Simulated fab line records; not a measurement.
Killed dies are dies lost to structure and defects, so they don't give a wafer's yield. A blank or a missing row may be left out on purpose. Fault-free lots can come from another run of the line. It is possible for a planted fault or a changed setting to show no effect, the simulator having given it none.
Struck lot and sound lot, side by side -- flow n5Finfet -- 15 steps out of a route of 1938
Sound: wafers L276.1, L276.2, L276.4. Wafers struck: L291.2, L291.3, L291.5. The cause comes at the end.
Order at every step that has rows: each side's tool, ch and its chambers, its first start. Under that, the readings that differ: sound wafers -- struck wafers -- difference of the means -- sigmas: that difference in standard deviations of wafers without a fault.
alike: same words and numbers on both sides, and readings whose means sit less than 2 such deviations apart. not compared: any withheld reading, any reading some wafer has no value for, any bound like >300 that may hide the same value, and any number with overlapping values for which the record gives no deviation.
A row with sigmas, a row that says differs or no value, or rows on one side alone: a step with any of these is where the two part. Non-overlapping numbers with no deviation appear without sigmas and do not part them. A reading that every wafer of one side lacks parts them only if that side has two wafers or more.

N5_HKMG_FIN_ALD_71: deposits TiN, target thk 1 nm, pulse time 1 s, purge time 3 s.
  sound on aldMetal-01 ch 1,2,3, day 4 10:16; struck on aldMetal-01 ch 2,3, day 8 02:19
  alike: heaterPowerW, precursorPulseHeightRel
then, 2 steps without rows for these wafers: N5_HKMG_FIN_COAT_66 (time 60 s, resist thk 300 nm); N5_HKMG_FIN_ETCH_67 (etches SOC in N2/H2, stops on TiN, target depth 388.9 nm).
N5_HKMG_FIN_STRIP_90: strips SOC in N2/H2, time 20 s.
  sound on rieDiel-04 ch 0,2,3, day 4 10:48; struck on rieDiel-02 ch 0,2, day 8 02:43
reading,sound,struck,difference,sigmas
drypumpMotorCurrentA (A),6.4 6.1 5.7,5.3 5.0 5.3,-0.9,-2
  alike: oesProductAu, rfVppV, showerheadPlenumPTorr, throttleValvePct
  not compared: rfHoursCounterH
then, 4 steps without rows for these wafers: N5_HKMG_FIN_WET_ETCH_73 (etches the open film in SC1, time 42.3 s, target depth 1.3 nm, rinse time 30 s); N5_HKMG_FIN_ETCHBACK_68 (etches the open film in Cl2/Ar, stops on HfO2, target depth 0.5 nm); N5_HKMG_FIN_STRIP_69 (strips in N2/H2, time 360 s); N5_HKMG_FIN_ALD_21 (deposits TiN, target thk 1.5 nm, pulse time 1 s, purge time 3 s).
N5_HKMG_FIN_ALD_72: deposits W, target thk 2 nm, pulse time 1 s, purge time 2 s.
  sound on cvdW-02 ch 0,1, day 4 12:03; struck on cvdW-01 ch 0,1, day 8 03:47
  alike: heaterPowerW, precursorPulseHeightRel
N5_HKMG_FIN_W_FILL_22: material W, target thk 60 nm, time 18.2 s.
  sound on cvdW-02 ch 0,1, day 4 12:07; struck on cvdW-01 ch 0,1, day 8 03:51
  alike: heaterPowerW, throttleValvePct
then, 2 steps without rows for these wafers: N5_HKMG_FIN_PRECLEAN_83 (cleans in DIW, time 57.5 s); N5_HKMG_FIN_SRD_84 (dry time 32 s).
N5_HKMG_FIN_CMP_23: polishes, stops on SiNx, t overpolish 10 s, target thk 46.326 nm.
  sound on cmp-01 ch 0,1,3, day 4 12:13; struck on cmp-01 ch 0,2,3, day 8 04:07
reading,sound,struck,difference,sigmas
platenRpm (rpm),50.27 50.27 50.31,48.25 48.32 48.31,-1.99,-55
  alike: motorCurrentA, overpolishRunS, slurryFlowMlMin, timeToEndpointS
N5_HKMG_FIN_CMP_94: polishes, stops on SiNx, t overpolish 4.7 s, target thk 43.299 nm.
  sound on cmp-01 ch 0,1,3, day 4 12:42; struck on cmp-01 ch 0,2,3, day 8 04:30
  alike: motorCurrentA, platenRpm, slurryFlowMlMin
-- a jump in the record: the struck wafers' starts before and after are 3 days apart (it breaks off in module HKMG_FIN and resumes in module BEOL_M4, where the first step shown is number 1111 of the route) --
N5_BEOL_M4_RC_MEAS_101:
  sound on prober-02 ch 0, day 7 15:40; struck on prober-02 ch 0, day 11 05:35
reading,sound,struck,difference,sigmas
VT_P (mV),-251 -251 -254,-247 -244 -243,+7,+2
  alike: DIBL_N, DIBL_P, IOFF_N, IOFF_P, ION_N, ION_P, SS_N, SS_P, VT_N

WHERE THEY PART
Earliest at N5_HKMG_FIN_STRIP_90; latest, in this record, at N5_BEOL_M4_RC_MEAS_101.

WHY: what had been put in by the simulator
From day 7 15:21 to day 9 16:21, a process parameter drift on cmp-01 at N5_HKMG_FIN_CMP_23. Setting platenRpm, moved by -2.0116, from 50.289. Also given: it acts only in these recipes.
